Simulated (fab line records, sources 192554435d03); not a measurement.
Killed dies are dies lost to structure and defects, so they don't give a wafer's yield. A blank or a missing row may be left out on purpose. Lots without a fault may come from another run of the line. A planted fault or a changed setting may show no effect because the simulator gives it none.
Chamber matching | flow n5_finfet | N5_BEOL_M9_STRIP_67 on rie_diel-05: 4 sister chambers
The step strips in CF4. 18 wafers are shown with their chamber, then 9 later ones without.

WAFERS WITH THEIR CHAMBER
wafer  | chamber | throttle_valve_pct (%) | showerhead_plenum_p_Torr (Torr) | oes_product_au (a.u.)
L077.2 | 1       | 14.11                  | 1.79                            | 0.70
L077.3 | 0       | 13.54                  | 1.72                            | 0.77
L077.4 | 2       | 13.93                  | 1.80                            | 0.74
L079.1 | 1       | 14.10                  | 1.79                            | 0.70
L079.4 | 2       | 13.91                  | 1.80                            | 0.74
L079.6 | 3       | 13.65                  | 1.77                            | 0.73
L080.1 | 1       | 14.12                  | 1.79                            | 0.69
L080.4 | 3       | 13.66                  | 1.77                            | 0.73
L080.5 | 1       | 14.11                  | 1.79                            | 0.69
L081.1 | 0       | 13.54                  | 1.72                            | 0.76
L081.4 | 2       | 13.95                  | 1.79                            | 0.74
L081.5 | 3       | 13.67                  | 1.77                            | 0.73
L083.3 | 3       | 13.67                  | 1.77                            | 0.73
L083.4 | 2       | 13.94                  | 1.79                            | 0.74
L083.6 | 1       | 14.12                  | 1.79                            | 0.69
L084.2 | 1       | 14.13                  | 1.79                            | 0.69
L084.3 | 3       | 13.66                  | 1.77                            | 0.73
L084.5 | 3       | 13.66                  | 1.77                            | 0.72

SIGNATURES (means of the wafers above)
reading                  | chamber 0 | chamber 1 | chamber 2 | chamber 3 | scatter within a chamber
throttle_valve_pct       | 13.5400   | 14.1150   | 13.9325   | 13.6617   | 0.011
showerhead_plenum_p_Torr | 1.7200    | 1.7900    | 1.7950    | 1.7700    | 0.00267
oes_product_au           | 0.7650    | 0.6933    | 0.7400    | 0.7283    | 0.00436
Rule: a wafer's distance from a chamber is the root of the sum, over the readings, of the square of ((its reading less the chamber's mean) divided by the reading's scatter). The wafer belongs to the nearest chamber; if the next one is less than 2 further off, it can't be placed. The scatter: the root of (the sum of the squares of (reading less its chamber's mean) over the shown wafers, divided by (wafers less chambers)).

WAFERS WITHOUT THEIR CHAMBER
wafer  | throttle_valve_pct (%) | showerhead_plenum_p_Torr (Torr) | oes_product_au (a.u.)
L085.3 | 13.68                  | 1.77                            | 0.73
L085.4 | 14.14                  | 1.79                            | 0.69
L085.5 | 13.68                  | 1.77                            | 0.72
L089.3 | 14.16                  | 1.79                            | 0.68
L089.5 | 13.61                  | 1.72                            | 0.75
L089.6 | 14.15                  | 1.79                            | 0.69
L095.3 | 13.73                  | 1.76                            | 0.71
L095.4 | 13.61                  | 1.72                            | 0.74
L095.6 | 13.73                  | 1.76                            | 0.71

WHICH CHAMBER EACH WENT THROUGH
wafer  | from the rows above | in truth
L085.3 | 3                   | 3
L085.4 | 1                   | 1
L085.5 | 3                   | 3
L089.3 | 1                   | 1
L089.5 | 0                   | 0
L089.6 | 1                   | 1
L095.3 | 3                   | 3
L095.4 | 0                   | 0
L095.6 | 3                   | 3
Placed correctly: 9 of 9. Can't be placed from these rows: 0. Placed wrongly: 0.
